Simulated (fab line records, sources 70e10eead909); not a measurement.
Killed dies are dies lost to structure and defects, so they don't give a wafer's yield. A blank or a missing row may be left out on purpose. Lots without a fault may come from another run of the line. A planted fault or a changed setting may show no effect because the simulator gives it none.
One fault seen from 2 desks | flow nand_harc | each desk has only its own numbers; what lay behind them comes last

THE METROLOGY DESK
What the gauges read, lot by lot, whatever tool the lot ran on: means of the sampled wafers that have a number. A lot is out of limits, marked OUT, if its mean lies more than 4 standard deviations from the usual mean; the brackets give that distance.
Columns: A = cd_nm at NHARC_THIN_TSV_CD_MEAS_16, usual 999.1 nm
lot  | first seen here | A
L799 | day 24 09:32    | 999.7
L801 | day 24 14:07    | 997.1
L804 | day 26 18:55    | 998.5
L802 | day 27 00:17    | 999.6
L806 | day 27 01:37    | 997.9
L813 | day 29 22:17    | 998.8
L814 | day 29 23:31    | 997.9
L815 | day 31 06:37    | 999.0
L817 | day 31 07:41    | 999.7
L818 | day 32 04:10    | 999.3
L819 | day 32 23:22    | 1001.5
L820 | day 33 10:12    | 999.0
L821 | day 33 11:22    | 999.2
L822 | day 34 03:19    | 999.4
This desk's finding: nothing out of limits on any of the 14 lots.

THE TOOL OWNER'S DESK: pvd_sputter-03
The tool's own readings at NHARC_THIN_TSV_PVD_19 (deposits TaN, target thk 20 nm): means of the sampled wafers that have a number, for each lot that ran on this tool. A lot is out of limits, marked OUT, if its mean lies more than 4 standard deviations from the usual mean; the brackets give that distance.
Columns: A = chamber_pressure_pa at NHARC_THIN_TSV_PVD_19, usual 5.000 Pa; B = throttle_valve_pct at NHARC_THIN_TSV_PVD_19, usual 30.0 %
lot  | first seen here | A     | B
L806 | day 27 03:34    | 5.005 | 30.9
L819 | day 33 01:26    | 5.001 | 30.8
L821 | day 33 13:20    | 5.005 | 30.9
This desk's finding: nothing out of limits on any of the 3 lots.

PUT TOGETHER
The metrology desk saw nothing out of limits.
The tool owner's desk saw nothing out of limits.

WHAT THE SIMULATOR HAD PUT IN
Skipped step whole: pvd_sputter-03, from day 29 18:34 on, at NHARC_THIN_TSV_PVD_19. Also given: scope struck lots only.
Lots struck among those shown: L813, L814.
